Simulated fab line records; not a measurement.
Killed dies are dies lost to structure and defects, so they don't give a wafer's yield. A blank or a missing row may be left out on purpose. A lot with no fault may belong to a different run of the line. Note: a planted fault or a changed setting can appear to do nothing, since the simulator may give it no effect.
Matching of chambers | flow n5Finfet | N5_BEOL_M8_ALD_77 on aldMetal-03 has 4 sister chambers
The step deposits TaN, target thk 2 nm, pulse time 2 s, purge time 3 s. 24 wafers are shown with their chamber, then 12 later ones without.

WAFERS PAIRED WITH THEIR CHAMBERS
wafer  | chamber | heaterPowerW (W)
L075.2 | 1       | 346
L075.3 | 0       | 433
L075.4 | 3       | 405
L078.1 | 2       | 400
L078.3 | 3       | 409
L078.5 | 1       | 350
L079.3 | 1       | 344
L079.5 | 1       | 348
L079.6 | 3       | 404
L080.3 | 2       | 389
L080.5 | 1       | 356
L080.6 | 2       | 398
L084.1 | 0       | 423
L084.2 | 2       | 395
L084.4 | 3       | 404
L086.1 | 3       | 407
L086.4 | 2       | 386
L086.6 | 3       | 415
L088.2 | 2       | 384
L088.4 | 0       | 431
L088.5 | 3       | 415
L089.2 | 3       | 389
L089.4 | 1       | 349
L089.5 | 2       | 401

SIGNATURES, as means of the wafers listed above
reading      | chamber 0 | chamber 1 | chamber 2 | chamber 3 | scatter within a chamber
heaterPowerW | 429.00    | 348.83    | 393.29    | 406.00    | 6.7
Rule: distance of a wafer from a chamber = root of the sum over the readings of ((wafer's reading minus chamber's mean) / reading's scatter) squared. The wafer belongs to the nearest chamber; if the next one is less than 2 further off, it can't be placed. How the scatter is found: for the shown wafers, subtract from each reading the mean of its chamber, square and add these, divide the total by (wafers less chambers), then take the root.

WAFERS WITH NO CHAMBER GIVEN
wafer  | heaterPowerW (W)
L090.1 | 394
L090.4 | 355
L090.5 | 411
L093.1 | 429
L093.3 | 362
L093.5 | 354
L096.1 | 391
L096.2 | 412
L096.3 | 355
L094.1 | 354
L094.4 | 407
L094.5 | 360

WHICH CHAMBER EACH ONE RAN IN
wafer  | from the rows above          | in truth
L090.1 | can't be placed: 2 or 3      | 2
L090.4 | 1                            | 1
L090.5 | can't be placed: 3 or 2 or 0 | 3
L093.1 | 0                            | 0
L093.3 | 1                            | 1
L093.5 | 1                            | 1
L096.1 | can't be placed: 2 or 3      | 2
L096.2 | can't be placed: 3 or 0 or 2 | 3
L096.3 | 1                            | 1
L094.1 | 1                            | 1
L094.4 | can't be placed: 3 or 2      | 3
L094.5 | 1                            | 1
Correctly placed: 7 of 12. Cannot be placed on the basis of these rows: 5; the candidates contain the true chamber in 5. Placed wrongly: 0.
